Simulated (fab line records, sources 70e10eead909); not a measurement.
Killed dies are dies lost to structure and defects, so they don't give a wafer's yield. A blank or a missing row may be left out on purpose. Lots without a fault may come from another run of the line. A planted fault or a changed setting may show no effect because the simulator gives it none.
A struck lot beside a sound one | flow nand_harc | 15 steps out of a route of 1159
Sound: wafers L305.1, L305.2, L305.6. Struck: wafer L311.5. (L311.3 of the same lot was not struck and is left out.) The cause comes at the end.
At each step with rows: each side's tool, then ch and its chambers, then its first start. Under that, the readings that differ: sound wafers | struck wafers | difference of the means | sigmas: that difference in standard deviations of wafers without a fault.
alike: readings whose means differ by less than 2 such deviations, and words and numbers that are the same on both sides. not compared: withheld readings, readings that some wafer has no value for, bounds like >300 that may hide the same value, and numbers for which the record gives no deviation and whose values overlap.
The two part at a step that has a row with sigmas, a row that says differs or no value, or rows on one side only. Numbers that don't overlap but have no deviation are shown without sigmas and don't part them. A reading that every wafer of one side lacks parts them only if that side has two wafers or more.

NHARC_A_BLC_DESCUM_15: chemistry O2, time 3 s.
  sound on rie_diel-12 ch 0,2,3, day 18 21:26; struck on rie_diel-12 ch 3, day 20 00:54
  alike: drypump_motor_current_A, oes_product_au, rf_vpp_V, showerhead_plenum_p_Torr, throttle_valve_pct
  not compared: rf_hours_counter_h
NHARC_A_BLC_ETCH_16: etches the open film in CF4, target depth 39 nm, time 65 s.
  sound on rie_diel-12 ch 0,1, day 18 21:31; struck on rie_diel-12 ch 0, day 20 00:59
  alike: drypump_motor_current_A, oes_product_au, rf_vpp_V, showerhead_plenum_p_Torr, throttle_valve_pct
  not compared: rf_hours_counter_h
then, 2 steps without rows for these wafers: NHARC_A_BLC_ETCH_17 (etches the open film in N2/H2, target depth 390 nm, time 609.38 s); NHARC_A_BLC_ETCH_18 (etches the open film in C4F8/O2/Ar, target depth 910 nm).
NHARC_A_BLC_CD_MEAS_19:
  sound on cd_sem-01, day 18 22:23; struck on cd_sem-01, day 20 01:52
  alike: cd_nm
NHARC_A_BLC_STRIP_29: strips in CF4.
  sound on rie_diel-12 ch 0,2,3, day 18 22:28; struck on rie_diel-12 ch 3, day 20 01:58
  alike: drypump_motor_current_A, oes_product_au, rf_vpp_V, showerhead_plenum_p_Torr, throttle_valve_pct
  not compared: rf_hours_counter_h
NHARC_A_BLC_STRIP_21: strips in O2.
  sound on rie_diel-12 ch 1,2,3, day 18 22:34; struck on rie_diel-12 ch 2, day 20 02:02
  reading      | sound          | struck | difference | sigmas
  rf_vpp_V (V) | 58.7 58.9 58.3 | 56.7   | -1.9       | -2
  alike: drypump_motor_current_A, oes_product_au, showerhead_plenum_p_Torr, throttle_valve_pct
  not compared: rf_hours_counter_h
then, 1 step without rows for these wafers: NHARC_A_BLC_STRIP_22 (strips in post etch residue remover, time 600 s).
NHARC_A_BLC_DEGAS_30: time 60 s.
  sound on pvd_sputter-03, day 18 22:59; struck on pvd_sputter-02, day 20 02:28
  reading            | sound       | struck | difference | sigmas
  heater_power_w (W) | 419 470 459 | 609    | +160       | +3
then, 3 steps without rows for these wafers: NHARC_A_BLC_PRE_CLEAN_31 (time 15 s); NHARC_A_BLC_PVD_32 (deposits Ti, target thk 5 nm, time 17.7 s); NHARC_A_BLC_ALD_23 (deposits TiN, target thk 3 nm, pulse time 1 s, ald cycles 150).
NHARC_A_BLC_CVD_24: deposits W, target thk 150 nm, time 434 s.
  sound on cvd_w-01 ch 0,1, day 19 02:01; struck on cvd_w-01 ch 0, day 20 07:32
  alike: heater_power_w, mfc_wf6_sccm, throttle_valve_pct
NHARC_A_BLC_CMP_25: polishes, t overpolish 30 s, target thk 150 nm.
  sound on cmp-01 ch 1,2,3, day 19 02:33; struck on cmp-03 ch 0, day 20 07:52
  reading                | sound          | struck | difference | sigmas
  time_to_endpoint_s (s) | 27.3 28.7 29.7 | 11.7   | -16.9      | -8
  alike: motor_current_A, overpolish_run_s
then, 1 step without rows for these wafers: NHARC_END_SORT_01.

WHERE THEY PART
First at NHARC_A_BLC_STRIP_21; last, within this record, at NHARC_A_BLC_CMP_25.

WHY: what the simulator had put in
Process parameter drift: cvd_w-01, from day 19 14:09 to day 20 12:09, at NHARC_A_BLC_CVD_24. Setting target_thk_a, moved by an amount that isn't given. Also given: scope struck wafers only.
